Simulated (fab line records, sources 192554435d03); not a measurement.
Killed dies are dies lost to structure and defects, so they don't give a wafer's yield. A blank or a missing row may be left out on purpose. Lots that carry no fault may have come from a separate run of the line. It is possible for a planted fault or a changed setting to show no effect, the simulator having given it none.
Chamber matching || flow n5_finfet || N5_BEOL_M5_PRE_CLEAN_77 on cvd_co-01 has 3 sister chambers
The step time 15 s. 3 wafers are shown with their chamber, then 12 later ones without.

== WAFERS PAIRED WITH THEIR CHAMBERS ==
{"wafer": "L094.1", "chamber": 1, "heater_power_w (W)": 68}
{"wafer": "L094.2", "chamber": 2, "heater_power_w (W)": 87}
{"wafer": "L094.3", "chamber": 0, "heater_power_w (W)": 72}

== WAFERS WITH NO CHAMBER GIVEN ==
{"wafer": "L094.4", "heater_power_w (W)": 88}
{"wafer": "L094.5", "heater_power_w (W)": 72}
{"wafer": "L094.6", "heater_power_w (W)": 67}
{"wafer": "L095.1", "heater_power_w (W)": 71}
{"wafer": "L095.2", "heater_power_w (W)": 68}
{"wafer": "L095.3", "heater_power_w (W)": 87}
{"wafer": "L095.4", "heater_power_w (W)": 68}
{"wafer": "L095.5", "heater_power_w (W)": 72}
{"wafer": "L095.6", "heater_power_w (W)": 88}
{"wafer": "L097.3", "heater_power_w (W)": 88}
{"wafer": "L097.4", "heater_power_w (W)": 73}
{"wafer": "L097.6", "heater_power_w (W)": 67}

== WHICH CHAMBER EACH ONE RAN IN ==
{"wafer": "L094.4", "from the rows above": 2, "in truth": 2}
{"wafer": "L094.5", "from the rows above": 0, "in truth": 0}
{"wafer": "L094.6", "from the rows above": 1, "in truth": 1}
{"wafer": "L095.1", "from the rows above": 0, "in truth": 0}
{"wafer": "L095.2", "from the rows above": 1, "in truth": 1}
{"wafer": "L095.3", "from the rows above": 2, "in truth": 2}
{"wafer": "L095.4", "from the rows above": 1, "in truth": 1}
{"wafer": "L095.5", "from the rows above": 0, "in truth": 0}
{"wafer": "L095.6", "from the rows above": 2, "in truth": 2}
{"wafer": "L097.3", "from the rows above": 2, "in truth": 2}
{"wafer": "L097.4", "from the rows above": 0, "in truth": 0}
{"wafer": "L097.6", "from the rows above": 1, "in truth": 1}
Correct placement for 12 of the 12. Not placeable from these rows: 0. Number placed wrongly: 0.
How it was worked out, from the rows above alone: a wafer's distance from a chamber is the root of the sum, over the readings, of the square of ((its reading less the chamber's mean) divided by the reading's scatter). The wafer belongs to the nearest chamber; if the next one is less than 2 further off, it can't be placed. A chamber's mean is the mean of its shown wafers. The scatter (one wafer shown for each chamber): square how far every hidden wafer sits from the nearest shown wafer, average those squares and take the square root.
